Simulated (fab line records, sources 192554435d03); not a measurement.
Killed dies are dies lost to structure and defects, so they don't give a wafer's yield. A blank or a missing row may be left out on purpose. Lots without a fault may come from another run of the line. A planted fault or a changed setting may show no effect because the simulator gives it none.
Chamber matching | flow n5_finfet | N5_DUMMY_GATE_ETCH_23 on rie_si-01: 4 sister chambers
The step etches poly-Si in HBr/Cl2/O2, target depth 41 nm, time 22.3 s. 8 wafers are shown with their chamber, then 9 later ones without.

WAFERS WITH THEIR CHAMBER
wafer  | chamber | throttle_valve_pct (%) | drypump_motor_current_A (A)
L080.4 | 1       | 37.43                  | 6.3
L083.5 | 3       | 36.97                  | 5.6
L083.6 | 2       | 37.10                  | 6.3
L084.3 | 1       | 37.44                  | 6.3
L084.5 | 3       | 36.98                  | 5.5
L087.1 | 2       | 37.09                  | 6.3
L087.2 | 0       | 36.80                  | 6.1
L087.5 | 0       | 36.81                  | 6.1

WAFERS WITHOUT THEIR CHAMBER
wafer  | throttle_valve_pct (%) | drypump_motor_current_A (A)
L089.1 | 36.80                  | 6.1
L089.4 | 36.99                  | 5.6
L089.6 | 37.09                  | 6.3
L092.2 | 36.79                  | 6.1
L092.4 | 36.98                  | 5.6
L092.5 | 36.99                  | 5.6
L094.4 | 37.08                  | 6.3
L094.5 | 36.98                  | 5.6
L094.6 | 36.80                  | 6.1

WHICH CHAMBER EACH WENT THROUGH
wafer  | from the rows above | in truth
L089.1 | 0                   | 0
L089.4 | 3                   | 3
L089.6 | 2                   | 2
L092.2 | 0                   | 0
L092.4 | 3                   | 3
L092.5 | 3                   | 3
L094.4 | 2                   | 2
L094.5 | 3                   | 3
L094.6 | 0                   | 0
Placed correctly: 9 of 9. Can't be placed from these rows: 0. Placed wrongly: 0.
How it was worked out, from the rows above alone: a wafer's distance from a chamber is the root of the sum, over the readings, of the square of ((its reading less the chamber's mean) divided by the reading's scatter). The wafer belongs to the nearest chamber; if the next one is less than 2 further off, it can't be placed. A chamber's mean is the mean of its shown wafers. The scatter: the root of (the sum of the squares of (reading less its chamber's mean) over the shown wafers, divided by (wafers less chambers)).
